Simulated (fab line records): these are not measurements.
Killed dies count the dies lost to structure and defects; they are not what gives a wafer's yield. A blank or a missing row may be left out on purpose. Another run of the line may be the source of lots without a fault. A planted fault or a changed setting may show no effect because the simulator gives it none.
Chamber matching ; flow n5Finfet ; N5_BEOL_M1_PECVD_72 on pecvd-02 has 3 sister chambers
The step deposits SiO2 from TEOS/O2, target thk 16 nm, time 18 s. 3 wafers are shown with their chamber, then 8 later ones without.

WAFERS, EACH WITH ITS CHAMBER
wafer;chamber;throttleValvePct (%)
L081.6;0;22.3
L085.5;2;21.4
L090.4;1;21.9

WAFERS MISSING THEIR CHAMBER
wafer;throttleValvePct (%)
L090.5;21.7
L090.6;22.5
L091.1;22.1
L091.2;21.6
L091.4;21.5
L096.1;21.9
L096.5;21.6
L096.6;21.8

THE CHAMBER EACH PASSED THROUGH
wafer;from the rows above;in truth
L090.5;can't be placed: 1 or 2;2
L090.6;0;0
L091.1;can't be placed: 0 or 1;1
L091.2;can't be placed: 2 or 1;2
L091.4;can't be placed: 2 or 1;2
L096.1;1;1
L096.5;can't be placed: 2 or 1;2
L096.6;can't be placed: 1 or 2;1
Placed correctly: 2 of 8. Not placeable from these rows: 6 (in 6, the candidates include the true chamber). Number placed wrongly: 0.
How it was worked out, from the rows above alone: a wafer's distance from a chamber is the root of the sum, over the readings, of the square of ((its reading less the chamber's mean) divided by the reading's scatter). If the next closest chamber is less than 2 further off than the closest, the wafer can't be placed; otherwise it belongs to the closest. Each chamber's mean is taken over the wafers shown for it. The scatter (one wafer shown for each chamber): square how far every hidden wafer sits from the nearest shown wafer, average those squares and take the square root.
